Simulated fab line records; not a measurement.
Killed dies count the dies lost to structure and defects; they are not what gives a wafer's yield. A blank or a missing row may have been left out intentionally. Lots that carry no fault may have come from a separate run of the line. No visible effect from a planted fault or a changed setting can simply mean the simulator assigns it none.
Chamber matching | flow n5_finfet | N5_BEOL_M4_ALD_98 on ald_sin-01 has 4 sister chambers
The step deposits SiO2, target thk 2.5 nm, pulse time 1 s, co reactant pulse time 1 s. 4 wafers are shown with their chamber, then 7 later ones without.

== WAFERS PAIRED WITH THEIR CHAMBERS ==
wafer  | chamber | heater_power_w (W)
L089.1 | 0       | 77
L089.2 | 2       | 76
L093.2 | 3       | 84
L093.3 | 1       | 66

== WAFERS MISSING THEIR CHAMBER ==
wafer  | heater_power_w (W)
L093.4 | 76
L094.3 | 68
L094.4 | 77
L094.6 | 66
L095.2 | 87
L095.5 | 67
L095.6 | 75

== THE CHAMBER EACH PASSED THROUGH ==
wafer  | from the rows above     | in truth
L093.4 | can't be placed: 2 or 0 | 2
L094.3 | 1                       | 1
L094.4 | can't be placed: 0 or 2 | 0
L094.6 | 1                       | 1
L095.2 | 3                       | 3
L095.5 | 1                       | 1
L095.6 | can't be placed: 2 or 0 | 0
Placed correctly: 4 of 7. Can't be placed from these rows: 3 (the true chamber is among the candidates in 3). 0 placed wrongly.
How it was worked out, from the rows above alone: a wafer's distance from a chamber is the root of the sum, over the readings, of the square of ((its reading less the chamber's mean) divided by the reading's scatter). If the next closest chamber is less than 2 further off than the closest, the wafer can't be placed; otherwise it belongs to the closest. A chamber's mean is the mean of its shown wafers. The scatter: root of mean squared gap, hidden wafer to nearest shown wafer, with one shown wafer a chamber.
